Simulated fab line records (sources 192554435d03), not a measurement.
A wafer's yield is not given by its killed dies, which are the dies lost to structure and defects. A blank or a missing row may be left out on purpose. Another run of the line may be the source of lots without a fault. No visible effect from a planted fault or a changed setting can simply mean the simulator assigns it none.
Lot-split experiment + flow n5_finfet + 21 wafers read across 7 lots, on a route 1938 steps long

## ABOUT THE SPLIT
At N5_BEOL_M14_ILD_DEP_00 (deposits SiO2 from TEOS/O2, target thk 1119.3 nm, time 237.4 s), the setting time_s was moved away from the recipe's 237.4 s on 6 of the 21 wafers read, by -11.9% to +12.7%. All remaining wafers had this setting at the recipe value.

Between the split and the reading, the file records no step.

## THE READING
M14_ILD_THK (nm), taken at N5_BEOL_M14_THK_MEAS_01. On this fab line, fault-free wafers typically give 1118 nm with a standard deviation of 14 nm.

| wafer  | tool, chamber at the split | time_s as run, s | against the recipe | M14_ILD_THK, nm | against lot-mates on the recipe |
|--------|----------------------------|------------------|--------------------|-----------------|---------------------------------|
| L075.1 | pecvd-01, 0                | 237.4            | recipe             | 1123            | -                               |
| L075.2 | pecvd-01, 1                | 237.4            | recipe             | 1112            | -                               |
| L075.6 | pecvd-01, 1                | 237.4            | recipe             | 1130            | -                               |
| L076.1 | pecvd-01, 2                | 237.4            | recipe             | 1120            | -                               |
| L076.3 | pecvd-01, 1                | 237.4            | recipe             | 1123            | -                               |
| L076.5 | pecvd-01, 2                | 249.9            | +5.3%              | 1199            | +78                             |
| L080.2 | pecvd-01, 1                | 237.4            | recipe             | 1104            | -                               |
| L080.3 | pecvd-01, 0                | 237.4            | recipe             | 1086            | -                               |
| L080.4 | pecvd-01, 0                | 237.4            | recipe             | 1130            | -                               |
| L083.3 | pecvd-01, 0                | 237.4            | recipe             | 1127            | -                               |
| L083.4 | pecvd-01, 1                | 218.2            | -8.1%              | 1033            | -94                             |
| L083.5 | pecvd-01, 1                | 218.2            | -8.1%              | 1045            | -82                             |
| L084.1 | pecvd-01, 0                | 267.6            | +12.7%             | 1255            | +143                            |
| L084.2 | pecvd-01, 1                | 237.4            | recipe             | 1112            | -                               |
| L084.5 | pecvd-01, 1                | 267.6            | +12.7%             | 1271            | +159                            |
| L092.3 | pecvd-03, 0                | 237.4            | recipe             | 1092            | -                               |
| L092.4 | pecvd-03, 2                | 237.4            | recipe             | 1118            | -                               |
| L092.5 | pecvd-03, 1                | 237.4            | recipe             | 1120            | -                               |
| L094.1 | pecvd-01, 2                | 237.4            | recipe             | 1120            | -                               |
| L094.4 | pecvd-01, 2                | 209.1            | -11.9%             | 990             | -138                            |
| L094.5 | pecvd-01, 0                | 237.4            | recipe             | 1135            | -                               |

THE FIT
A straight line over all 21 wafers: M14_ILD_THK changes by +11.1 nm for each +1% of time_s; r = +0.98; the points scatter about the line by 14 nm.
The same after taking each lot's own level away (the mean of its wafers on the recipe; 21 wafers): +11.7 nm for each +1%; r = +0.99; scatter 11 nm.
On that fit, the largest move of time_s shifts the reading by 1.5e+02 nm.
Measured against the standard deviation above, the lots' own levels, which go from 1106.7 to 1127.5 nm, span 1.5 times it.
Hence the lot-to-lot level has little effect on the slope; both slopes agree.
Check: for one of the wafers moved furthest among these (+12.7%), held out of the fit, the line's prediction against its lot-mates is +154 nm. It came out at +143 nm against them.

## OTHER SPLITS ON THESE WAFERS
Before the reading, these wafers also passed through other splits. Each is held against what the fit with the lots' levels taken away leaves over:
| other split on the same wafers | wafers away from the commonest value | r with M14_ILD_THK (lot level and that fit taken away) |
|--------------------------------|--------------------------------------|--------------------------------------------------------|
| N5_BEOL_M11_DEGAS_44 temp_c    | 2                                    | -0.27                                                  |
| N5_BEOL_M13_COAT_65 spin_rpm   | 5                                    | +0.16                                                  |

## THE WHOLE CHAIN: every reading that the file lists as answering this split, in the file's order
| step                    | what it does                                                   | reading                                                                             | change (the file's fit)              | r (the file's) |
|-------------------------|----------------------------------------------------------------|-------------------------------------------------------------------------------------|--------------------------------------|----------------|
| N5_BEOL_M14_ILD_DEP_00  | deposits SiO2 from TEOS/O2, target thk 1119.3 nm, time 237.4 s | SiO2_of_BEOL_M14_ILD_DEP_00.thk_nm (the simulator's own value, which no gauge read) | +11.8 nm for each +1% of the setting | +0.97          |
| N5_BEOL_M14_THK_MEAS_01 |                                                                | M14_ILD_THK                                                                         | +11.8 for each +1% of the setting    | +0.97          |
| N5_BEOL_M14_VIA_ETCH_16 | etches SiO2 in C4F8/O2/Ar, target depth 1231.3 nm              | etch.depth_nm (the simulator's own value, which no gauge read)                      | +11.8 nm for each +1% of the setting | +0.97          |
| N5_BEOL_M14_VIA_ETCH_16 | etches SiO2 in C4F8/O2/Ar, target depth 1231.3 nm              | coat_of_BEOL_M14_COAT_04.thk_nm (the simulator's own value, which no gauge read)    | -2.73 nm for each +1% of the setting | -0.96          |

## THE FILE'S OWN FIT
M14_ILD_THK changes by +11.8 nm for each +1% of time_s, r = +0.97.
